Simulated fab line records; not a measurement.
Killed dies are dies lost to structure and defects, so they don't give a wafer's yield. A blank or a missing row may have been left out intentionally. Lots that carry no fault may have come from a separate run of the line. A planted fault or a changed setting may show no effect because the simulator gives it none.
fab line records	flow nandHarc
[record] lots = 12	wafers = 36	lastDay = 31
route steps=1302 shown P_ZERO_WELL@29 P_STI@69 END@1302
lots with no fault: from the same line, run without faults
startH: hours from the record's first day to the start of the lot's first wafer shown	waitH: hours elapsed since this lot's preceding step	" unchanged from the row above	L1.1+2: a single row standing in for several wafers	- value missing, or start not given	* or withheld: withheld	< > ~ a bound
route shown NAME@n: NAME is a module with steps in the file, n the number in the route of the first one	usual: mean/standard deviation of fault-free wafers	same: alike in all rows	chamber/n: place in a boat	sites: per-site readings	_std_site: how widely they spread, as a standard deviation	_edge_site: the outer-site mean with the inner-site mean subtracted	radiusMm: for every site, how far away it sits from the centre of the wafer	mask NAME#n: copy n	behind: the last tool/chamber to shape the wafer	hold: why the lot went on hold/how many hours it stayed there/how the hold came to an end	device: names the non-switching transistor (n, p or np)	end of line: tests of these same wafers at the route's end	where a step has no rows: the recipe by itself	killed: dies that structure and defects cost at the first sort, which is not the same as the wafer's yield	map: a wafer's dies, x killed, . not, _ none there
set.NAME: the setting as run; set.NAME@STEP: as run at that earlier step	model.NAME: the simulator's own value behind a step, which no gauge read
a sample of lots followed through the steps of the route, with each step as a table and each wafer as a row
services: when a tool's chamber went out of use (startH, in hours from the record's first day, below 0 if earlier), for how many hours, and the reason
[[steps]]
[step NHARC_P_ZERO_WELL_CD_MEAS_24]
[recipe] targetCdNm = 720	landingEnergyEv = 500
[usual] cdNm = 719.2/2.2
lot.wafer	tool	chamber	startH	waitH	cdNm
L349.1	cdSem-01	0	22.83	-	720.8
L349.3	"	0	"	"	717.4
L349.6	"	0	"	"	718.4
L350.1	cdSem-02	0	34.03	-	721.8
L350.2	"	0	"	"	724.5
L350.5	"	0	"	"	720.4
L352.1	cdSem-01	0	52.64	-	719.7
L352.2	"	0	"	"	720.7
L352.3	"	0	"	"	716.3
L353.2	cdSem-03	0	62.61	-	720.0
L353.4	"	0	"	"	726.4
L353.6	"	0	"	"	720.8
L355.1	cdSem-02	0	82.57	-	718.2
L355.3	"	0	"	"	713.7
L355.6	"	0	"	"	719.6
L356.2	cdSem-03	0	92.62	-	716.5
L356.4	"	0	"	"	719.4
L356.5	"	0	"	"	719.6
L358.1	cdSem-03	0	112.57	-	719.6
L358.3	"	0	"	"	719.0
L358.4	"	0	"	"	720.6
L359.3	cdSem-03	0	122.46	-	722.6
L359.5	"	0	"	"	717.6
L359.6	"	0	"	"	720.2
L360.1	cdSem-02	0	132.33	-	720.1
L360.5	"	0	"	"	720.4
L360.6	"	0	"	"	720.2
L362.1	cdSem-03	0	152.46	-	719.6
L362.3	"	0	"	"	720.0
L362.6	"	0	"	"	719.3
L363.4	cdSem-02	0	162.58	-	715.8
L363.5	"	0	"	"	717.0
L363.6	"	0	"	"	719.2
L367.3	cdSem-03	0	202.50	-	719.2
L367.5	"	0	"	"	717.3
L367.6	"	0	"	"	719.4
[step NHARC_P_ZERO_WELL_STRIP_28]
[recipe] timeS = 840	tempC = 130	chemistry = SPM
lot.wafer	tool	chamber	startH	waitH
L349.1+3+6	wetBench-03	5,6,0	23.71	0.2
L350.2+1+5	wetBench-05	0,2,5	34.90	0.2
L352.3+2+1	wetBench-07	1,2,4	53.53	0.1
L353.6+4+2	wetBench-03	1,4,6	64.59	0.0
L355.6+1+3	wetBench-07	7,0,2	83.47	0.0
L356.2+4+5	wetBench-07	1,3,4	93.49	0.2
L358.3+1+4	wetBench-03	3,5,6	113.47	0.1
L359.3+6+5	wetBench-07	5,6,0	123.36	0.1
L360.1+5+6	wetBench-03	4,5,7	133.22	0.2
L362.6+3+1	wetBench-03	0,3,4	153.34	0.0
L363.5+6+4	wetBench-03	2,5,7	163.46	0.1
L367.6+5+3	wetBench-05	1,2,3	203.38	0.0
[step NHARC_P_ZERO_WELL_INSPECT_43]
[usual] rawDefectCount = 12/5
lot.wafer	tool	chamber	startH	waitH	hold	rawDefectCount
L349.1	defectInspect-01	-	27.92	0.6	-	10
L349.3	"	-	"	"	-	9
L349.6	"	-	"	"	-	14
L350.1	defectInspect-01	-	39.12	0.6	-	22
L350.2	"	-	"	"	-	6
L350.5	"	-	"	"	-	8
L352.1	defectInspect-02	-	57.63	0.6	-	15
L352.2	"	-	"	"	-	10
L352.3	"	-	"	"	-	17
L353.2	defectInspect-02	-	68.81	0.5	-	9
L353.4	"	-	"	"	-	5
L353.6	"	-	"	"	-	9
L355.1	defectInspect-01	-	87.69	0.6	-	7
L355.3	"	-	"	"	-	19
L355.6	"	-	"	"	-	20
L356.2	defectInspect-02	-	97.58	0.5	-	11
L356.4	"	-	"	"	-	7
L356.5	"	-	"	"	-	6
L358.1	defectInspect-01	-	117.55	0.6	-	9
L358.3	"	-	"	"	-	12
L358.4	"	-	"	"	-	21
L359.3	defectInspect-02	-	127.47	0.4	-	11
L359.5	"	-	"	"	-	20
L359.6	"	-	"	"	-	10
L360.1	defectInspect-02	-	137.30	0.6	-	17
L360.5	"	-	"	"	-	19
L360.6	"	-	"	"	-	16
L362.1	defectInspect-01	-	159.24	0.6	-	12
L362.3	"	-	"	"	-	16
L362.6	"	-	"	"	-	11
L363.4	defectInspect-02	-	167.58	0.2	awaitDispo/0.2h/release	1157
L363.5	"	-	"	"	awaitDispo/0.2h/release	7
L363.6	"	-	"	"	awaitDispo/0.2h/release	10
L363.4	defectInspect-02	-	167.75	0.2	-	1161
L363.5	"	-	"	"	-	8
L363.6	"	-	"	"	-	5
L367.3	defectInspect-02	-	207.73	0.4	-	15
L367.5	"	-	"	"	-	8
L367.6	"	-	"	"	-	21
[step NHARC_P_STI_ETCH_26]
[recipe] targetDepthA = 110	chemistry = dHF	material = SiO2
lot.wafer	tool	chamber	startH	waitH	hold
L349.3+6+1	wetBench-09	3,5,6	27.98	0.1	-
L350.1+2+5	wetBench-09	3,4,6	39.20	0.1	-
L352.3+2+1	wetBench-01	7,2,3	57.69	0.1	-
L353.6+4+2	wetBench-09	3,5,0	68.86	0.0	-
L355.3+6+1	wetBench-09	0,3,4	87.74	0.0	-
L356.4+2+5	wetBench-09	7,1,2	97.65	0.1	-
L358.4+1+3	wetBench-02	1,2,3	117.61	0.0	-
L359.6+3+5	wetBench-02	2,3,4	127.53	0.1	-
L360.1+5+6	wetBench-01	4,5,1	137.35	0.1	-
L362.6+3+1	wetBench-02	7,0,2	159.31	0.1	-
L363.6+5+4	wetBench-01	7,1,3	174.83	7.1	awaitDispo/7.0h/release
L367.3+6+5	wetBench-01	7,1,3	207.77	0.0	-
[step NHARC_P_STI_OVL_MEAS_10]
[usual] overlayXNm = 0/5.5	overlayYNm = 1/5.8
lot.wafer	tool	chamber	startH	waitH	overlayXNm	overlayYNm
L349.1	overlay-02	-	45.49	-	10	-4
L349.3	"	-	"	"	10	-5
L349.6	"	-	"	"	10	-4
L350.1	overlay-02	-	56.37	-	-13	-1
L350.2	"	-	"	"	-12	-1
L350.5	"	-	"	"	-13	-1
L352.1	overlay-01	-	72.89	-	-6	9
L352.2	"	-	"	"	-7	10
L352.3	"	-	"	"	-7	9
L353.2	overlay-01	-	88.22	-	9	-10
L353.4	"	-	"	"	9	-10
L353.6	"	-	"	"	10	-10
L355.1	overlay-02	-	102.48	-	-3	0
L355.3	"	-	"	"	-3	1
L355.6	"	-	"	"	-3	0
L356.2	overlay-02	-	114.13	-	0	4
L356.4	"	-	"	"	-1	4
L356.5	"	-	"	"	-1	3
L358.1	overlay-01	-	134.26	-	10	-1
L358.3	"	-	"	"	10	0
L358.4	"	-	"	"	10	0
L359.3	overlay-02	-	142.20	-	2	5
L359.5	"	-	"	"	2	5
L359.6	"	-	"	"	2	5
L360.1	overlay-01	-	151.82	-	-5	15
L360.5	"	-	"	"	-4	15
L360.6	"	-	"	"	-5	15
L362.1	overlay-02	-	174.06	-	1	2
L362.3	"	-	"	"	1	3
L362.6	"	-	"	"	1	2
L363.4	overlay-02	-	183.17	-	-5	4
L363.5	"	-	"	"	-4	4
L363.6	"	-	"	"	-5	5
L367.3	overlay-02	-	222.55	-	2	1
L367.5	"	-	"	"	2	2
L367.6	"	-	"	"	2	2
[step NHARC_P_STI_ETCH_42]
[recipe] targetDepthA = 800	overetchA = 240	timeS = 61	ionEnergyEv = 200	n2FlowSccm = 150	h2FlowSccm = 150	arFlowSccm = 0	rfW = 400	biasW = 150	chemistry = N2/H2
[usual] drypumpMotorCurrentA = 5.7/0.47	oesProductAu = 0.997/0.0089	rfVppV = 431.5/2.3	showerheadPlenumPTorr = 2.07/0.085	throttleValvePct = 14.172/0.0091
lot.wafer	tool	chamber	startH	waitH	drypumpMotorCurrentA	oesProductAu	rfHoursCounterH	rfVppV	showerheadPlenumPTorr	throttleValvePct
L349.1	rieDiel-06	1	45.76	0.1	5.8	0.993	4	430.1	2.04	14.171
L349.3	"	2	"	"	6.0	0.997	4	429.6	1.99	14.164
L349.6	"	1	"	"	5.8	0.989	-	431.0	2.04	14.171
L350.2	rieDiel-06	3	56.64	0.1	5.2	1.000	6	427.7	1.94	14.175
L350.1	"	0	"	"	5.4	0.995	5	432.6	2.15	14.153
L350.5	"	3	"	"	5.3	1.012	-	428.3	1.94	14.187
L352.3	rieDiel-06	1	73.14	0.1	5.8	0.985	6	430.6	2.04	14.177
L352.2	"	2	"	"	6.0	0.985	6	429.7	1.98	14.171
L352.1	"	0	"	"	5.4	0.987	6	434.5	2.15	14.164
L353.4	rieDiel-11	3	88.48	0.1	6.3	0.998	0	433.9	2.21	14.169
L353.2	"	0	"	"	5.1	0.990	0	430.6	2.11	14.175
L353.6	"	0	"	"	5.1	0.993	-	432.6	2.11	14.174
L355.1	rieDiel-11	3	102.75	0.1	6.3	1.010	1	434.5	2.21	14.163
L355.3	"	0	"	"	5.1	1.007	1	432.3	2.11	14.162
L355.6	"	0	"	"	5.1	0.997	-	432.4	2.11	14.169
L356.2	rieDiel-11	0	114.39	0.1	5.1	0.992	1	432.7	2.11	14.181
L356.4	"	3	"	"	6.3	1.006	1	434.6	2.21	14.165
L356.5	"	0	"	"	5.1	0.996	-	432.1	2.11	14.173
L358.4	rieDiel-11	3	134.52	0.1	6.3	1.003	2	434.6	2.21	14.157
L358.3	"	0	"	"	5.1	1.002	2	433.4	2.11	14.168
L358.1	"	1	"	"	5.4	1.008	2	430.8	1.97	14.166
L359.3	rieDiel-10	2	142.46	0.1	4.7	0.991	4	430.4	1.99	14.165
L359.5	"	0	"	"	5.8	0.997	-	433.5	2.15	14.166
L359.6	"	1	"	"	5.5	1.003	-	432.5	2.11	14.173
L360.1	rieDiel-11	3	152.08	0.1	6.3	0.995	3	435.3	2.21	14.180
L360.5	"	3	"	"	6.3	0.996	-	434.4	2.21	14.172
L360.6	"	0	"	"	5.1	0.996	-	432.7	2.11	14.174
L362.3	rieDiel-06	3	174.33	0.1	5.3	0.996	1	427.4	1.93	14.158
L362.1	"	1	"	"	5.8	0.999	2	430.4	2.04	14.177
L362.6	"	3	"	"	5.3	1.007	-	427.4	1.93	14.178
L363.4	rieDiel-11	2	186.02	0.1	6.2	0.991	3	432.5	2.06	14.172
L363.6	"	2	"	"	6.2	0.994	-	431.6	2.06	14.165
L363.5	"	3	"	"	6.3	0.993	-	435.3	2.21	14.185
L367.3	rieDiel-10	3	222.82	0.1	5.7	1.005	12	429.9	2.05	14.184
L367.5	"	1	"	"	5.5	1.007	-	433.3	2.11	14.168
L367.6	"	2	"	"	4.7	1.003	-	429.7	1.99	14.186
[step NHARC_END_SORT_01]
[recipe] tempC = 25
[usual] killedAtArray = 54/17	killedAtOther = 0.7/1	killedAtPeriphery = 3.7/2.9	killedDies = 58/16	killedOpen = 3.2/1.9	killedShort = 2.2/1.5
[same] grossDies = 677
lot.wafer	tool	chamber	startH	waitH	killedAtArray	killedAtOther	killedAtPeriphery	killedDies	killedOpen	killedShort
L363.4	prober-01	0	708.59	3.3	31	0	102	133	5	2
L363.5	prober-01	0	709.38	3.6	48	0	6	54	4	6
L363.6	prober-01	0	710.16	3.9	44	0	5	49	8	2
// killed by level:class
L363.4 P_ZERO_WELL:unspecified=95 A_CHANNEL_HOLE_D2:chamberFilmFlake=12 A_CONTACT:chamberFilmFlake=6 P_GATE:chamberFilmFlake=3 P_ZERO_WELL:chamberFilmFlake=2 A_SLIT:chamberFilmFlake=2 A_BONDPAD:chamberFilmFlake=2 P_STI:geometricParticle:open=1
L363.5 A_CHANNEL_HOLE_D2:chamberFilmFlake=20 A_CONTACT:chamberFilmFlake=8 A_CHANNEL_HOLE_D1:chamberFilmFlake=7 P_BONDPAD:chamberFilmFlake=3 A_SLIT:chamberFilmFlake=3 A_WL_FILL:geometricParticle:short=2 A_WL_FILL:geometricParticle:open=2 P_CONTACT:geometricParticle:short=1
L363.6 A_CHANNEL_HOLE_D2:chamberFilmFlake=12 A_SLIT:chamberFilmFlake=6 A_CHANNEL_HOLE_D1:chamberFilmFlake=5 A_CONTACT:chamberFilmFlake=5 A_STAIRCASE:chamberFilmFlake=4 A_CONTACT:geometricParticle:open=2 A_BLC:geometricParticle:open=2 P_BONDPAD:chamberFilmFlake=2
[[services]]
tool	chamber	startH	hours	kind
wetBench-09	-	0.80	8.0	pm
rieDiel-11	0	8.54	-	clean
rieDiel-11	3	21.14	29.2	repair
wetBench-07	-	27.89	6.3	repair
wetBench-03	-	34.40	8.0	pm
rieDiel-10	-	48.58	0.7	repair
rieDiel-10	-	65.69	9.0	pm
wetBench-02	-	68.00	8.0	pm
rieDiel-10	1	75.16	5.4	repair
rieDiel-11	-	78.50	9.0	pm
rieDiel-11	2	93.13	9.7	repair
rieDiel-06	1	93.46	2.7	repair
wetBench-01	-	101.60	8.0	pm
rieDiel-10	2	109.86	3.8	repair
rieDiel-06	-	130.20	9.0	pm
wetBench-07	-	160.00	8.0	pm
rieDiel-10	3	163.38	8.2	repair
rieDiel-10	2	171.16	11.7	repair
rieDiel-10	3	175.32	6.7	repair
wetBench-03	-	175.47	5.3	repair
wetBench-09	-	176.80	8.0	pm
rieDiel-06	0	191.94	4.0	repair
rieDiel-11	0	195.91	6.3	repair
wetBench-03	-	210.40	8.0	pm
[[key]]
[firstSign] step = NHARC_P_ZERO_WELL_INSPECT_43	reading = rawDefectCount	direction = up	sigmas = 99+	usual = 12	struck = 1157
[effect] step = NHARC_P_ZERO_WELL_INSPECT_43	reading = hold	direction = added
[effect] step = NHARC_END_SORT_01	reading = killedAtPeriphery	direction = up	sigmas = 34	usual = 3.7	struck = 102
[moreKillsBornAt] NHARC_P_ZERO_WELL_STRIP_28@wetBench-03 = 95
metAt NHARC_P_ZERO_WELL_STRIP_28
struckLots L363
struckWafers L363.4
testerLeftOut L363
notActingAt NHARC_P_ZERO_WELL_CD_MEAS_24,NHARC_P_STI_OVL_MEAS_10,NHARC_P_STI_ETCH_42
onsetBetween 133.22 163.46
[fault] kind = chamberParticleSource	tool = wetBench-03	chamber = 7	onsetH = 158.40	steps = NHARC_P_ZERO_WELL_STRIP_28	ratePerVisitCm2 = 1.8008	endH = 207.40
// testerLeftOut: of these lots the tester's yield and bins aren't shown, on N5 and GAA mostly nor the transistor test; their killed dies are dies lost to structure and defects alone, not to doping, threshold or leakage, so they don't give the yield
